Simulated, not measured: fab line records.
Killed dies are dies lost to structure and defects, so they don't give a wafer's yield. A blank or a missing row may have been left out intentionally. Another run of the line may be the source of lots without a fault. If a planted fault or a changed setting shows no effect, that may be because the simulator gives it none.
Which tool is to blame?	flow nand_harc	Sampling: 24 lots, 72 wafers, 6 of 1159 route steps

== WHAT THE GAUGES READ, wafer by wafer ==
The record lacks any reading of a measuring or inspecting step that a usual standard deviation could be used to judge.

== WHAT TOOL EACH LOT RAN ON (gives the tool, then ch and the chambers of the sampled wafers, and finally the start) ==
lot	NHARC_A_STAIRCASE_ETCH_197	NHARC_A_STAIRCASE_TRIM_220	NHARC_A_STAIRCASE_ETCH_223	NHARC_A_STAIRCASE_TRIM_226	NHARC_A_STAIRCASE_ETCH_234	NHARC_A_STAIRCASE_HM_DEP_462
L074	rie_diel-08 ch 1,3, day 10 22:32 or earlier	rie_diel-12 ch 0,1, day 10 22:32	rie_diel-12 ch 0,1,2, day 11 12:04 or earlier	rie_diel-12 ch 1,2, day 11 12:04 or earlier	rie_diel-06 ch 0,1, day 11 12:04 or earlier	acl_dep-02 ch 0, day 11 12:04
L075	rie_diel-12 ch 0,1, day 11 14:07 or earlier	rie_diel-06 ch 0,1,2, day 11 14:07	rie_diel-06 ch 0,2,3, day 12 01:49 or earlier	rie_diel-06 ch 0,3, day 12 01:49 or earlier	rie_diel-06 ch 0,2,3, day 12 01:49 or earlier	acl_dep-01 ch 0, day 12 01:49
L076	rie_diel-08 ch 0,3, day 11 21:52 or earlier	rie_diel-06 ch 1,2, day 11 21:52	rie_diel-06 ch 2,3, day 12 11:13 or earlier	rie_diel-06 ch 1,2, day 12 11:13 or earlier	rie_diel-06 ch 0,1,2, day 12 11:13 or earlier	acl_dep-03 ch 0, day 12 11:13
L077	rie_diel-06 ch 0,2,3, day 12 03:07 or earlier	rie_diel-08 ch 0,1,2, day 12 03:07	rie_diel-08 ch 0,1,2, day 12 13:32 or earlier	rie_diel-08 ch 0,1,2, day 12 13:32 or earlier	rie_diel-12 ch 1,2,3, day 12 13:32 or earlier	acl_dep-01 ch 0, day 12 13:32
L078	rie_diel-08 ch 0,3, day 12 03:54 or earlier	rie_diel-06 ch 2,3, day 12 03:54	rie_diel-06 ch 0,2, day 12 14:44 or earlier	rie_diel-06 ch 0,1,3, day 12 14:44 or earlier	rie_diel-06 ch 0,1, day 12 14:44 or earlier	acl_dep-03 ch 0, day 12 14:44
L081	rie_diel-08 ch 1,2,3, day 12 16:54 or earlier	rie_diel-08 ch 1,2,3, day 12 16:54	rie_diel-08 ch 1,3, day 13 04:33 or earlier	rie_diel-08 ch 1,2,3, day 13 04:33 or earlier	rie_diel-08 ch 0,1, day 13 04:33 or earlier	acl_dep-01 ch 0, day 13 04:33
L080	rie_diel-06 ch 1,2, day 12 17:56 or earlier	rie_diel-06 ch 0,1,3, day 12 17:56	rie_diel-06 ch 0,1,2, day 13 06:23 or earlier	rie_diel-06 ch 1,2,3, day 13 06:23 or earlier	rie_diel-06 ch 0,1,2, day 13 06:23 or earlier	acl_dep-03 ch 0, day 13 06:23
L079	rie_diel-06 ch 0,1, day 12 19:24 or earlier	rie_diel-12 ch 0,2,3, day 12 19:24	rie_diel-12 ch 0,3, day 13 07:25 or earlier	rie_diel-12 ch 2,3, day 13 07:25 or earlier	rie_diel-08 ch 2,3, day 13 07:25 or earlier	acl_dep-02 ch 0, day 13 07:25
L082	rie_diel-08 ch 0,1, day 13 12:46 or earlier	rie_diel-08 ch 0,1,2, day 13 12:46	rie_diel-08 ch 1,2,3, day 14 01:19 or earlier	rie_diel-08 ch 0,3, day 14 01:19 or earlier	rie_diel-06 ch 1,3, day 14 01:19 or earlier	acl_dep-02 ch 0, day 14 01:19
L083	rie_diel-12 ch 2,3, day 13 12:55 or earlier	rie_diel-08 ch 0,2, day 13 12:55	rie_diel-08 ch 1,2,3, day 14 02:33 or earlier	rie_diel-06 ch 0,1, day 14 02:33 or earlier	rie_diel-06 ch 1,2,3, day 14 02:33 or earlier	acl_dep-02 ch 0, day 14 02:33
L084	rie_diel-06 ch 0,2,3, day 13 21:26 or earlier	rie_diel-06 ch 0,2,3, day 13 21:26	rie_diel-06 ch 0,3, day 14 07:59 or earlier	rie_diel-06 ch 0,2, day 14 07:59 or earlier	rie_diel-12 ch 0,2, day 14 07:59 or earlier	acl_dep-03 ch 0, day 14 07:59
L086	rie_diel-06 ch 1,2,3, day 14 05:40 or earlier	rie_diel-06 ch 0,2,3, day 14 05:40	rie_diel-06 ch 0,1, day 14 16:23 or earlier	rie_diel-06 ch 0,1,2, day 14 16:23 or earlier	rie_diel-06 ch 0,2,3, day 14 16:23 or earlier	acl_dep-02 ch 0, day 14 16:23
L085	rie_diel-08 ch 1,2, day 14 06:16 or earlier	rie_diel-12 ch 1,2, day 14 06:16	rie_diel-12 ch 2,3, day 14 18:22 or earlier	rie_diel-12 ch 1,2,3, day 14 18:22 or earlier	rie_diel-06 ch 1,3, day 14 18:22 or earlier	acl_dep-03 ch 0, day 14 18:22
L088	rie_diel-06 ch 2,3, day 14 21:34 or earlier	rie_diel-08 ch 0,1,2, day 14 21:34	rie_diel-08 ch 2,3, day 15 08:26 or earlier	rie_diel-08 ch 0,1, day 15 08:26 or earlier	rie_diel-06 ch 2,3, day 15 08:26 or earlier	acl_dep-03 ch 0, day 15 08:26
L087	rie_diel-08 ch 1,2, day 14 21:48 or earlier	rie_diel-12 ch 0,2,3, day 14 21:48	rie_diel-12 ch 1,2,3, day 15 11:11 or earlier	rie_diel-12 ch 0,2,3, day 15 11:11 or earlier	rie_diel-08 ch 1,2,3, day 15 11:11 or earlier	acl_dep-03 ch 0, day 15 11:11
L089	rie_diel-06 ch 0,2,3, day 15 04:42 or earlier	rie_diel-08 ch 0,2,3, day 15 04:42	rie_diel-08 ch 0,1,3, day 15 16:16 or earlier	rie_diel-08 ch 0,1,2, day 15 16:16 or earlier	rie_diel-08 ch 1,2,3, day 15 16:16 or earlier	acl_dep-03 ch 0, day 15 16:16
L090	rie_diel-12 ch 0,2, day 15 05:28 or earlier	rie_diel-12 ch 0,1,3, day 15 05:28	rie_diel-12 ch 1,2, day 15 17:10 or earlier	rie_diel-12 ch 0,2, day 15 17:10 or earlier	rie_diel-12 ch 2,3, day 15 17:10 or earlier	acl_dep-01 ch 0, day 15 17:10
L091	rie_diel-12 ch 1,2,3, day 15 12:38 or earlier	rie_diel-12 ch 0,3, day 15 12:38	rie_diel-12 ch 0,1,3, day 16 04:42 or earlier	rie_diel-12 ch 0,1,3, day 16 04:42 or earlier	rie_diel-08 ch 0,1, day 16 04:42 or earlier	acl_dep-01 ch 0, day 16 04:42
L093	rie_diel-08 ch 1,3, day 15 17:14 or earlier	rie_diel-06 ch 0,3, day 15 17:14	rie_diel-06 ch 0,1,3, day 16 08:17 or earlier	rie_diel-06 ch 0,2,3, day 16 08:17 or earlier	rie_diel-06 ch 0,2,3, day 16 08:17 or earlier	acl_dep-02 ch 0, day 16 08:17
L092	rie_diel-06 ch 0,1,2, day 15 18:08 or earlier	rie_diel-08 ch 1,2,3, day 15 18:08	rie_diel-08 ch 0,1,3, day 16 09:29 or earlier	rie_diel-08 ch 0,2,3, day 16 09:29 or earlier	rie_diel-08 ch 0,1,3, day 16 09:29 or earlier	acl_dep-03 ch 0, day 16 09:29
L094	rie_diel-08 ch 0,2,3, day 16 00:29 or earlier	rie_diel-06 ch 2,3, day 16 00:29	rie_diel-06 ch 0,1,2, day 16 13:04 or earlier	rie_diel-06 ch 0,1, day 16 13:04 or earlier	rie_diel-06 ch 0,1,3, day 16 13:04 or earlier	acl_dep-02 ch 0, day 16 13:04
L095	rie_diel-08 ch 1,3, day 16 05:31 or earlier	rie_diel-12 ch 0,3, day 16 05:31	rie_diel-12 ch 0,2, day 16 16:28 or earlier	rie_diel-12 ch 0,3, day 16 16:28 or earlier	rie_diel-12 ch 0,1, day 16 16:28 or earlier	acl_dep-02 ch 0, day 16 16:28
L096	rie_diel-08 ch 0,1,2, day 16 07:30 or earlier	rie_diel-06 ch 0,1,3, day 16 07:30	rie_diel-06 ch 0,1,2, day 16 20:53 or earlier	rie_diel-06 ch 1,2, day 16 20:53 or earlier	rie_diel-06 ch 0,1,2, day 16 20:53 or earlier	acl_dep-03 ch 0, day 16 20:53
L097	rie_diel-12 ch 0,1,2, day 16 12:49 or earlier	rie_diel-08 ch 1,2,3, day 16 12:49	rie_diel-08 ch 0,1,3, day 17 01:09 or earlier	rie_diel-08 ch 1,2,3, day 17 01:09 or earlier	rie_diel-08 ch 0,2,3, day 17 01:09 or earlier	acl_dep-02 ch 0, day 17 01:09
- NHARC_A_STAIRCASE_ETCH_197: etches the open film in C4F8/O2, target depth 100 nm, time 40.5 s.
- NHARC_A_STAIRCASE_TRIM_220: chemistry O2, time 211.2 s.
- NHARC_A_STAIRCASE_ETCH_223: etches the open film in C4F8/O2, target depth 100 nm, time 40.5 s.
- NHARC_A_STAIRCASE_TRIM_226: chemistry O2, time 211.2 s.
- NHARC_A_STAIRCASE_ETCH_234: etches the open film in C4F8/O2, target depth 100 nm, time 40.5 s.
- NHARC_A_STAIRCASE_HM_DEP_462: deposits aC, target thk 800 nm.

== AS READ BY THE TOOLS THEMSELVES (means over the sampled wafers that have a number; for cases with no such wafer, the mark the record gives instead) ==
NHARC_A_STAIRCASE_ETCH_197.
lot	tool	bias_w (W)	oes_product_au (a.u.)	rf_vpp_V (V)
L074	rie_diel-08	998	0.934	892
L075	rie_diel-12	999	0.987	898
L076	rie_diel-08	1001	0.947	897
L077	rie_diel-06	1001	0.935	902
L078	rie_diel-08	1003	0.977	892
L081	rie_diel-08	999	0.937	891
L080	rie_diel-06	996	0.926	898
L079	rie_diel-06	998	0.964	894
L082	rie_diel-08	1002	0.935	896
L083	rie_diel-12	1003	0.953	893
L084	rie_diel-06	1000	0.941	900
L086	rie_diel-06	1000	0.950	898
L085	rie_diel-08	999	0.963	894
L088	rie_diel-06	1004	0.957	903
L087	rie_diel-08	997	0.945	891
L089	rie_diel-06	1002	0.941	901
L090	rie_diel-12	1001	0.944	897
L091	rie_diel-12	1000	0.958	894
L093	rie_diel-08	997	0.937	891
L092	rie_diel-06	1004	0.965	896
L094	rie_diel-08	1000	0.953	892
L095	rie_diel-08	997	0.947	891
L096	rie_diel-08	997	0.952	894
L097	rie_diel-12	1002	0.940	895

NHARC_A_STAIRCASE_TRIM_220.
lot	tool	drypump_motor_current_A (A)	oes_product_au (a.u.)	rf_vpp_V (V)	showerhead_plenum_p_Torr (Torr)	throttle_valve_pct (%)
L074	rie_diel-12	6.0	0.999	58.1	3.57	17.043
L075	rie_diel-06	5.9	0.991	57.2	3.54	17.041
L076	rie_diel-06	6.0	0.995	58.1	3.58	17.028
L077	rie_diel-08	5.8	1.009	58.5	3.49	17.036
L078	rie_diel-06	5.7	1.000	58.0	3.72	17.032
L081	rie_diel-08	5.5	1.003	57.8	3.39	17.034
L080	rie_diel-06	5.8	0.999	58.2	3.55	17.034
L079	rie_diel-12	5.7	1.007	57.3	3.54	17.032
L082	rie_diel-08	5.8	1.004	56.6	3.49	17.045
L083	rie_diel-08	5.9	1.009	57.4	3.54	17.032
L084	rie_diel-06	5.6	1.011	57.6	3.68	17.039
L086	rie_diel-06	5.6	0.993	58.1	3.67	17.041
L085	rie_diel-12	5.7	1.002	58.0	3.44	17.036
L088	rie_diel-08	5.8	1.000	58.9	3.48	17.041
L087	rie_diel-12	5.7	1.001	57.8	3.53	17.040
L089	rie_diel-08	5.5	0.996	58.3	3.43	17.040
L090	rie_diel-12	5.9	1.003	57.5	3.56	17.033
L091	rie_diel-12	6.0	0.997	58.6	3.63	17.031
L093	rie_diel-06	5.5	0.992	58.8	3.69	17.034
L092	rie_diel-08	5.5	0.994	57.8	3.38	17.043
L094	rie_diel-06	5.6	1.000	59.1	3.73	17.028
L095	rie_diel-12	5.9	1.006	57.8	3.57	17.032
L096	rie_diel-06	5.8	0.995	58.1	3.53	17.033
L097	rie_diel-08	5.4	1.003	58.6	3.38	17.032

NHARC_A_STAIRCASE_ETCH_223.
lot	tool	bias_w (W)	oes_product_au (a.u.)	rf_vpp_V (V)
L074	rie_diel-12	996.4	0.952	896
L075	rie_diel-06	997.3	0.937	902
L076	rie_diel-06	1001.8	0.937	904
L077	rie_diel-08	999.7	0.956	895
L078	rie_diel-06	1003.1	0.946	899
L081	rie_diel-08	1000.4	0.943	891
L080	rie_diel-06	1001.7	0.933	895
L079	rie_diel-12	1001.5	0.957	898
L082	rie_diel-08	1000.0	0.939	890
L083	rie_diel-08	1000.5	0.946	892
L084	rie_diel-06	1002.1	0.928	902
L086	rie_diel-06	1001.9	0.933	891
L085	rie_diel-12	1001.0	0.950	894
L088	rie_diel-08	996.9	0.943	889
L087	rie_diel-12	999.5	0.947	893
L089	rie_diel-08	1001.7	0.942	895
L090	rie_diel-12	1000.2	0.945	893
L091	rie_diel-12	997.6	0.944	896
L093	rie_diel-06	998.1	0.944	897
L092	rie_diel-08	1000.2	0.949	895
L094	rie_diel-06	999.2	0.945	895
L095	rie_diel-12	998.7	0.926	894
L096	rie_diel-06	1000.1	0.936	896
L097	rie_diel-08	1001.6	0.936	894

NHARC_A_STAIRCASE_TRIM_226.
lot	tool	drypump_motor_current_A (A)	oes_product_au (a.u.)	rf_vpp_V (V)	showerhead_plenum_p_Torr (Torr)	throttle_valve_pct (%)
L074	rie_diel-12	5.4	0.988	56.9	3.42	17.045
L075	rie_diel-06	5.6	0.998	58.6	3.71	17.045
L076	rie_diel-06	6.2	0.995	57.7	3.44	17.040
L077	rie_diel-08	5.8	1.003	57.3	3.49	17.041
L078	rie_diel-06	5.8	1.005	56.9	3.55	17.024
L081	rie_diel-08	5.5	0.997	57.6	3.39	17.038
L080	rie_diel-06	5.9	0.995	58.4	3.59	17.037
L079	rie_diel-12	5.5	1.003	58.1	3.48	17.031
L082	rie_diel-08	5.3	1.008	56.4	3.44	17.038
L083	rie_diel-06	6.2	0.995	56.7	3.40	17.036
L084	rie_diel-06	5.8	0.999	58.6	3.66	17.038
L086	rie_diel-06	5.9	0.999	57.7	3.52	17.033
L085	rie_diel-12	5.6	0.993	57.4	3.46	17.042
L088	rie_diel-08	5.9	0.993	57.4	3.55	17.041
L087	rie_diel-12	5.7	1.004	58.5	3.53	17.040
L089	rie_diel-08	5.8	1.000	58.5	3.48	17.048
L090	rie_diel-12	5.8	0.996	57.7	3.58	17.032
L091	rie_diel-12	5.9	1.004	57.7	3.56	17.039
L093	rie_diel-06	5.6	0.987	57.7	3.67	17.040
L092	rie_diel-08	5.5	1.003	57.9	3.42	17.031
L094	rie_diel-06	5.9	0.992	57.6	3.47	17.030
L095	rie_diel-12	5.8	1.007	58.1	3.57	17.034
L096	rie_diel-06	6.2	0.995	56.9	3.42	17.034
L097	rie_diel-08	5.4	0.996	58.1	3.38	17.026

NHARC_A_STAIRCASE_ETCH_234.
lot	tool	bias_w (W)	oes_product_au (a.u.)	rf_vpp_V (V)
L074	rie_diel-06	998.6	0.944	895
L075	rie_diel-06	998.8	0.948	902
L076	rie_diel-06	998.4	0.939	896
L077	rie_diel-12	998.1	0.943	893
L078	rie_diel-06	1000.7	0.942	890
L081	rie_diel-08	999.7	0.955	899
L080	rie_diel-06	1000.4	0.947	895
L079	rie_diel-08	999.3	0.942	888
L082	rie_diel-06	997.7	0.929	898
L083	rie_diel-06	998.9	0.937	899
L084	rie_diel-12	1000.6	0.944	899
L086	rie_diel-06	997.4	0.926	901
L085	rie_diel-06	1000.3	0.939	894
L088	rie_diel-06	1000.7	0.950	904
L087	rie_diel-08	999.8	0.943	892
L089	rie_diel-08	1001.8	0.947	891
L090	rie_diel-12	1000.8	0.944	894
L091	rie_diel-08	1000.6	0.935	897
L093	rie_diel-06	1003.8	0.940	901
L092	rie_diel-08	999.0	0.940	895
L094	rie_diel-06	999.3	0.947	896
L095	rie_diel-12	1001.0	0.957	896
L096	rie_diel-06	1002.9	0.946	895
L097	rie_diel-08	1001.3	0.942	892

NHARC_A_STAIRCASE_HM_DEP_462.
lot	tool	throttle_valve_pct (%)
L074	acl_dep-02	34.997
L075	acl_dep-01	34.998
L076	acl_dep-03	34.999
L077	acl_dep-01	34.988
L078	acl_dep-03	35.003
L081	acl_dep-01	35.014
L080	acl_dep-03	35.007
L079	acl_dep-02	34.992
L082	acl_dep-02	34.992
L083	acl_dep-02	34.996
L084	acl_dep-03	34.996
L086	acl_dep-02	35.003
L085	acl_dep-03	34.991
L088	acl_dep-03	35.009
L087	acl_dep-03	34.995
L089	acl_dep-03	35.006
L090	acl_dep-01	34.999
L091	acl_dep-01	35.008
L093	acl_dep-02	34.994
L092	acl_dep-03	35.007
L094	acl_dep-02	34.993
L095	acl_dep-02	35.010
L096	acl_dep-03	35.008
L097	acl_dep-02	35.011

== THE ANSWER, worked out from the rows above alone ==
Rule: what is usual is taken from the lots themselves. Put in order of their means at a reading, lots are off if they are a third of the lots or fewer, leave a main group of 4 or more, and stand apart from it by a gap of 3 or more times the standard deviation of the main group's means; of several such gaps the widest counts. The tables above print the reading to a certain number of digits; a main group whose means all agree to those digits is not used. Also off: a lot with no number at a reading for which 4 or more lots have one. Any other lot the step has rows for is counted as sound. The gauges are gone through in route order, then the tools' own readings, and for those a lot's mean is taken as printed above. The first step at which some lot is off is used, and at that step the reading that is off furthest; a lot without a number counts as furthest.
Across all readings shown, no lot is off: no conclusion can be drawn from this.

== WHAT THE SIMULATOR HAD PUT IN ==
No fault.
